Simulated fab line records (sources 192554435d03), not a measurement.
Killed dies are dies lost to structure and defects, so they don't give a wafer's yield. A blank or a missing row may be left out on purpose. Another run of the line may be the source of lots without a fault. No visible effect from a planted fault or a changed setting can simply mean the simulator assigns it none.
Which tool is to blame?	flow n5Finfet	24 lots with 72 wafers sampled at 6 steps, on a route of 1938 steps

WHAT THE GAUGES SHOWED, per wafer
N5_GATE_CUT_OVL_MEAS_14. Usual: GATE_CUT_OVL gives 0.2 nm (standard deviation 0.68).
lot	measured	on	GATE_CUT_OVL (nm)	flag
L074	day 4 12:11	overlay-02	0.2 -0.2 0.5	
L075	day 5 00:20	overlay-01	1.5 0.1 1.3	
L076	day 5 01:20	overlay-02	-0.7 -0.5 -0.3	
L077	day 5 06:29	overlay-01	-0.3 -0.5 0.8	
L078	day 5 11:44	overlay-02	0.4 1.5 0.5	
L079	day 5 19:01	overlay-02	1.2 0.5 1.1	
L080	day 6 00:59	overlay-02	0.1 0.5 -0.9	
L081	day 6 06:04	overlay-02	-0.6 0.2 0.6	
L082	day 6 11:58	overlay-02	-0.2 0.4 -0.8	
L083	day 6 17:41	overlay-01	1.9 1.2 1.0	
L084	day 6 23:31	overlay-01	0.1 0.4 -0.1	
L085	day 7 06:46	overlay-01	-0.2 -0.6 0.1	
L086	day 7 12:25	overlay-02	1.6 1.5 1.5	
L087	day 7 18:04	overlay-01	0.3 0.0 0.6	
L088	day 7 23:34	overlay-01	-0.5 -0.1 -0.2	
L089	day 8 06:44	overlay-01	0.2 1.9 0.6	
L090	day 8 10:14	overlay-02	0.1 0.1 -0.4	
L091	day 8 20:07	overlay-02	0.6 -0.4 0.5	
L092	day 8 22:31	overlay-01	-0.1 -0.7 -0.4	
L093	day 9 14:34	overlay-01	-0.6 0.7 0.1	
L094	day 10 00:12	overlay-01	0.4 1.1 -0.1	
L095	day 10 01:58	overlay-01	0.5 0.3 0.2	
L096	day 10 10:50	overlay-01	0.8 0.0 -0.2	
L097	day 10 12:07	overlay-01	-0.6 0.1 -0.4	

N5_MOL_CONTACT_COAG_CD_MEAS_99: the cd target is 17.2 nm. Usual: cdNm 17.18 nm, standard deviation 0.3.
lot	measured	on	cdNm (nm)	flag
L074	day 4 20:41	cdSem-03	18.06 17.12 17.34	
L075	day 5 04:49	cdSem-01	16.94 17.00 16.49	
L076	day 5 05:43	cdSem-01	17.09 16.94 16.90	
L077	day 5 10:46	cdSem-03	17.43 17.38 17.07	
L078	day 5 16:08	cdSem-02	17.39 17.46 17.37	
L079	day 5 23:59	cdSem-02	17.18 17.23 16.82	
L080	day 6 05:16	cdSem-01	17.76 17.11 16.88	
L081	day 6 10:44	cdSem-03	17.27 17.32 17.22	
L082	day 6 17:05	cdSem-01	17.51 17.63 17.32	
L083	day 6 22:41	cdSem-01	16.69 16.74 17.18	
L084	day 7 04:03	cdSem-02	17.38 17.16 16.89	
L085	day 7 11:10	cdSem-03	17.26 17.16 17.58	
L086	day 7 17:26	cdSem-02	17.39 17.45 16.97	
L087	day 7 22:26	cdSem-01	17.10 17.09 16.93	
L088	day 8 04:10	cdSem-02	16.91 16.81 17.31	
L089	day 8 12:14	cdSem-01	17.15 16.90 16.70	
L090	day 8 15:10	cdSem-01	17.06 17.08 16.97	
L091	day 9 11:13	cdSem-01	17.23 16.89 17.57	
L092	day 9 11:26	cdSem-02	17.19 17.45 17.04	
L093	day 9 18:50	cdSem-02	16.94 17.53 16.97	
L094	day 10 04:43	cdSem-02	17.42 17.42 17.39	
L095	day 10 06:22	cdSem-03	17.10 17.04 16.81	
L096	day 10 15:27	cdSem-01	17.26 16.95 17.38	
L097	day 10 16:24	cdSem-02	16.65 17.35 17.61	

WHICH TOOL RAN EACH LOT (tool, then ch and the chambers of the sampled wafers, then the start)
lot	N5_GATE_CUT_HM_DEP_46	N5_GATE_CUT_DESCUM_18	N5_GATE_CUT_CUT_ETCH_53	N5_GATE_CUT_VAPOR_ETCH_51
L074	pecvd-01 ch 0,1,2, day 4 10:58	rieDiel-03 ch 0,2,3, day 4 12:17	rieMetal-02 ch 1, day 4 12:41	rieMetal-02 ch 1, day 4 12:55
L075	pecvd-01 ch 0,2, day 4 23:57	rieDiel-06 ch 0,1, day 5 00:25	rieMetal-01 ch 1, day 5 00:49	rieMetal-01 ch 1, day 5 01:08
L076	pecvd-02 ch 0,1, day 5 00:51	rieDiel-03 ch 0,3, day 5 01:26	rieMetal-01 ch 0,1, day 5 01:49	rieMetal-01 ch 0,1, day 5 02:08
L077	pecvd-02 ch 0,1,2, day 5 06:07	rieDiel-03 ch 0,3, day 5 06:34	rieMetal-01 ch 0,1, day 5 06:58	rieMetal-01 ch 0,1, day 5 07:13
L078	pecvd-04 ch 0,1, day 5 11:23	rieDiel-06 ch 0,2, day 5 11:50	rieMetal-01 ch 0,1, day 5 12:14	rieMetal-01 ch 0,1, day 5 12:28
L079	pecvd-01 ch 0,2, day 5 18:31	rieDiel-03 ch 1,2, day 5 19:26	rieMetal-02 ch 0,1, day 5 19:50	rieMetal-02 ch 0,1, day 5 20:05
L080	pecvd-02 ch 0,1,2, day 6 00:37	rieDiel-03 ch 0,1, day 6 01:04	rieMetal-02 ch 0,1, day 6 01:28	rieMetal-02 ch 0,1, day 6 01:43
L081	pecvd-01 ch 0,1, day 6 05:34	rieDiel-03 ch 0,1,2, day 6 06:25	rieMetal-01 ch 0,1, day 6 06:49	rieMetal-01 ch 0,1, day 6 07:04
L082	pecvd-04 ch 0,1,2, day 6 11:28	rieDiel-06 ch 1,3, day 6 12:20	rieMetal-02 ch 1, day 6 12:55	rieMetal-02 ch 1, day 6 13:10
L083	pecvd-04 ch 0,1, day 6 17:19	rieDiel-02 ch 0,1,3, day 6 17:55	rieMetal-02 ch 0,1, day 6 18:20	rieMetal-02 ch 0,1, day 6 18:34
L084	pecvd-04 ch 0,2, day 6 23:01	rieDiel-03 ch 0,1,3, day 6 23:37	rieMetal-01 ch 0,1, day 7 00:00	rieMetal-01 ch 0,1, day 7 00:14
L085	pecvd-04 ch 0,1,2, day 7 06:16	rieDiel-06 ch 0,1,3, day 7 06:51	rieMetal-01 ch 0,1, day 7 07:15	rieMetal-01 ch 0,1, day 7 07:29
L086	pecvd-04 ch 0,1,2, day 7 12:03	rieDiel-03 ch 0,1,3, day 7 12:55	rieMetal-01 ch 0,1, day 7 13:18	rieMetal-01 ch 0,1, day 7 13:32
L087	pecvd-02 ch 1,2, day 7 17:35	rieDiel-02 ch 0,1,3, day 7 18:10	rieMetal-01 ch 0,1, day 7 18:34	rieMetal-01 ch 0,1, day 7 18:48
L088	pecvd-04 ch 0,1,2, day 7 23:13	rieDiel-03 ch 1,2,3, day 7 23:40	rieMetal-03 ch 0,1, day 8 00:04	rieMetal-03 ch 0,1, day 8 00:18
L089	pecvd-02 ch 0,2, day 8 06:13	rieDiel-03 ch 2,3, day 8 07:04	rieMetal-02 ch 0,1, day 8 07:27	rieMetal-02 ch 0,1, day 8 07:41
L090	pecvd-02 ch 0,2, day 8 09:52	rieDiel-03 ch 0,2, day 8 10:20	rieMetal-01 ch 0, day 8 10:44	rieMetal-01 ch 0, day 8 11:13
L091	pecvd-01 ch 0,1, day 8 19:45	rieDiel-06 ch 0,2,3, day 8 20:13	rieMetal-02 ch 1, day 9 06:17	rieMetal-02 ch 1, day 9 06:31
L092	pecvd-01 ch 1,2, day 8 22:09	rieDiel-03 ch 1,3, day 8 22:37	rieMetal-03 ch 0,1, day 9 06:17	rieMetal-03 ch 0,1, day 9 06:31
L093	pecvd-04 ch 1,2, day 9 14:11	rieDiel-02 ch 0,1,3, day 9 14:39	rieMetal-03 ch 0,1, day 9 15:04	rieMetal-03 ch 0,1, day 9 15:17
L094	pecvd-02 ch 0,1,2, day 9 23:43	rieDiel-03 ch 1,2,3, day 10 00:17	rieMetal-03 ch 0,1, day 10 00:41	rieMetal-03 ch 0,1, day 10 00:56
L095	pecvd-01 ch 0,1, day 10 01:35	rieDiel-02 ch 0,1,3, day 10 02:04	rieMetal-01 ch 0,1, day 10 02:28	rieMetal-01 ch 0,1, day 10 02:41
L096	pecvd-04 ch 0,2, day 10 10:28	rieDiel-03 ch 0,3, day 10 10:55	rieMetal-01 ch 0,1, day 10 11:19	rieMetal-01 ch 0,1, day 10 11:34
L097	pecvd-02 ch 0,2, day 10 11:37	rieDiel-06 ch 0,1,2, day 10 12:13	rieMetal-03 ch 0,1, day 10 12:36	rieMetal-03 ch 0,1, day 10 12:50
- N5_GATE_CUT_HM_DEP_46: deposits SiO2 from TEOS/O2, target thk 130 nm, time 26.6 s.
- N5_GATE_CUT_DESCUM_18: chemistry O2, time 7 s.
- N5_GATE_CUT_CUT_ETCH_53: etches W in SF6/Cl2, target depth 79.2 nm.
- N5_GATE_CUT_VAPOR_ETCH_51: etches HfO2 in BCl3/Cl2.

AS READ BY THE TOOLS THEMSELVES (means over the sampled wafers that have a number; for cases with no such wafer, the mark the record gives instead)
N5_GATE_CUT_HM_DEP_46. Usual: heaterPowerW 553 W, standard deviation 80; showerheadPlenumPTorr 8.36 Torr, standard deviation 0.036; throttleValvePct 18.9 %, standard deviation 1.2.
lot	tool	heaterPowerW (W)	showerheadPlenumPTorr (Torr)	throttleValvePct (%)	flag
L074	pecvd-01	587	8.39	19.0	
L075	pecvd-01	479	8.38	18.3	
L076	pecvd-02	561	8.33	19.8	
L077	pecvd-02	604	8.36	19.1	
L078	pecvd-04	559	8.36	19.4	
L079	pecvd-01	561	8.38	18.0	
L080	pecvd-02	518	8.36	19.1	
L081	pecvd-01	557	8.38	18.8	
L082	pecvd-04	527	8.36	18.6	
L083	pecvd-04	534	8.36	19.4	
L084	pecvd-04	464	8.35	18.5	
L085	pecvd-04	531	8.35	18.6	
L086	pecvd-04	479	8.35	18.5	
L087	pecvd-02	551	8.38	18.6	
L088	pecvd-04	537	8.36	18.6	
L089	pecvd-02	643	8.35	18.4	
L090	pecvd-02	627	8.34	18.2	
L091	pecvd-01	608	8.39	19.5	
L092	pecvd-01	633	8.39	20.0	
L093	pecvd-04	525	8.34	17.8	
L094	pecvd-02	583	8.37	19.1	
L095	pecvd-01	656	8.38	18.9	
L096	pecvd-04	484	8.34	18.7	
L097	pecvd-02	570	8.32	19.1	

N5_GATE_CUT_DESCUM_18. Usual: drypumpMotorCurrentA 5.5 A, standard deviation 0.48; oesProductAu 0.78 a.u., standard deviation 0.089; rfVppV 243.0 V, standard deviation 1.4; showerheadPlenumPTorr 2.08 Torr, standard deviation 0.078; throttleValvePct 20.47 %, standard deviation 0.21.
lot	tool	drypumpMotorCurrentA (A)	oesProductAu (a.u.)	rfVppV (V)	showerheadPlenumPTorr (Torr)	throttleValvePct (%)	flag
L074	rieDiel-03	5.2	0.77	241.8	2.01	20.45	
L075	rieDiel-06	5.5	0.71	242.9	2.14	20.73	
L076	rieDiel-03	5.3	0.75	242.0	2.01	20.47	
L077	rieDiel-03	5.2	0.74	242.2	2.01	20.46	
L078	rieDiel-06	5.6	0.70	242.2	2.04	20.44	
L079	rieDiel-03	5.8	0.72	243.8	2.10	20.53	
L080	rieDiel-03	5.6	0.77	243.0	2.12	20.39	
L081	rieDiel-03	5.3	0.77	242.2	2.06	20.43	
L082	rieDiel-06	5.5	0.71	243.2	2.10	20.69	
L083	rieDiel-02	5.9	0.89	244.0	2.08	20.42	
L084	rieDiel-03	5.4	0.85	243.9	2.15	20.31	
L085	rieDiel-06	5.4	0.80	243.1	2.10	20.57	
L086	rieDiel-03	5.4	0.84	243.8	2.15	20.32	
L087	rieDiel-02	5.9	0.88	243.6	2.07	20.42	
L088	rieDiel-03	5.6	0.78	244.2	2.13	20.47	
L089	rieDiel-03	5.4	0.78	242.1	2.07	20.50	
L090	rieDiel-03	5.1	0.75	241.5	2.00	20.50	
L091	rieDiel-06	5.7	0.79	242.7	2.04	20.38	
L092	rieDiel-03	5.8	0.78	244.6	2.18	20.43	
L093	rieDiel-02	5.9	0.86	242.1	2.07	20.44	
L094	rieDiel-03	5.6	0.77	244.9	2.12	20.48	
L095	rieDiel-02	5.9	0.85	243.1	2.07	20.45	
L096	rieDiel-03	5.0	0.86	243.1	2.10	20.24	
L097	rieDiel-06	5.7	0.79	243.3	2.07	20.48	

N5_GATE_CUT_CUT_ETCH_53. Usual: drypumpMotorCurrentA 5.96 A, standard deviation 0.12; etchRfOnTimeS 26.22 s, standard deviation 0.27; mfcCl2Sccm 60.00 sccm, standard deviation 0.19; oesProductAu 0.73 a.u., standard deviation 0.097; throttleValvePct 28.68 %, standard deviation 0.25.
lot	tool	drypumpMotorCurrentA (A)	etchRfOnTimeS (s)	mfcCl2Sccm (sccm)	oesProductAu (a.u.)	throttleValvePct (%)	flag
L074	rieMetal-02	5.84	26.86	59.90	0.73	28.62	
L075	rieMetal-01	5.90	26.34	59.82	0.81	28.56	
L076	rieMetal-01	5.95	26.45	59.92	0.73	28.52	
L077	rieMetal-01	5.96	26.25	60.05	0.74	28.52	
L078	rieMetal-01	5.95	26.20	60.08	0.73	28.54	
L079	rieMetal-02	5.93	26.39	60.18	0.73	28.79	
L080	rieMetal-02	5.96	26.60	60.00	0.72	28.79	
L081	rieMetal-01	5.92	25.91	60.12	0.74	28.53	
L082	rieMetal-02	5.81	26.58	60.14	0.72	28.63	
L083	rieMetal-02	5.91	26.50	59.95	0.71	28.78	
L084	rieMetal-01	5.93	25.99	59.81	0.72	28.53	
L085	rieMetal-01	5.94	26.00	59.82	0.72	28.53	
L086	rieMetal-01	5.95	26.21	59.97	0.71	28.53	
L087	rieMetal-01	6.01	26.07	59.87	0.65	28.50	
L088	rieMetal-03	5.85	25.91	59.90	0.88	28.93	
L089	rieMetal-02	6.06	26.40	60.05	0.71	28.95	
L090	rieMetal-01	6.04	26.02	59.87	0.59	28.48	
L091	rieMetal-02	5.80	26.41	59.79	0.70	28.64	
L092	rieMetal-03	5.89	26.18	60.18	0.85	28.76	
L093	rieMetal-03	5.82	26.15	60.23	0.85	28.93	
L094	rieMetal-03	5.85	26.38	60.00	0.84	28.94	
L095	rieMetal-01	5.98	25.99	60.05	0.65	28.50	
L096	rieMetal-01	5.95	26.57	60.01	0.70	28.54	
L097	rieMetal-03	5.84	26.09	59.99	0.84	28.95	

N5_GATE_CUT_VAPOR_ETCH_51. Usual: drypumpMotorCurrentA 5.96 A, standard deviation 0.11; oesProductAu 0.80 a.u., standard deviation 0.11.
lot	tool	drypumpMotorCurrentA (A)	oesProductAu (a.u.)	flag
L074	rieMetal-02	5.82	0.80	
L075	rieMetal-01	5.87	0.89	
L076	rieMetal-01	5.94	0.81	
L077	rieMetal-01	5.96	0.81	
L078	rieMetal-01	5.95	0.81	
L079	rieMetal-02	5.95	0.81	
L080	rieMetal-02	5.95	0.80	
L081	rieMetal-01	5.95	0.80	
L082	rieMetal-02	5.84	0.79	
L083	rieMetal-02	5.91	0.79	
L084	rieMetal-01	5.95	0.79	
L085	rieMetal-01	5.93	0.79	
L086	rieMetal-01	5.93	0.79	
L087	rieMetal-01	5.98	0.72	
L088	rieMetal-03	5.85	0.98	
L089	rieMetal-02	6.05	0.80	
L090	rieMetal-01	6.03	0.65	
L091	rieMetal-02	5.82	0.77	
L092	rieMetal-03	5.89	0.95	
L093	rieMetal-03	5.83	0.93	
L094	rieMetal-03	5.86	0.93	
L095	rieMetal-01	6.00	0.71	
L096	rieMetal-01	5.95	0.77	
L097	rieMetal-03	5.85	0.93	

THE ANSWER, worked out from the rows above alone
Rule: a lot counts as off when the mean over its wafers that have a number is more than 3 standard deviations away from the usual mean. Also off: a lot with no number at a reading for which 4 or more lots have one. All remaining lots with rows at the step are treated as sound. The gauges are gone through in route order, then the tools' own readings, and for those a lot's mean is taken as printed above. At the first step where some lot is off, the reading lying furthest off is the one used; lots without a number count as furthest.
None of the lots is off at any reading shown; this tells nothing.

WHAT HAD BEEN PUT IN BY THE SIMULATOR
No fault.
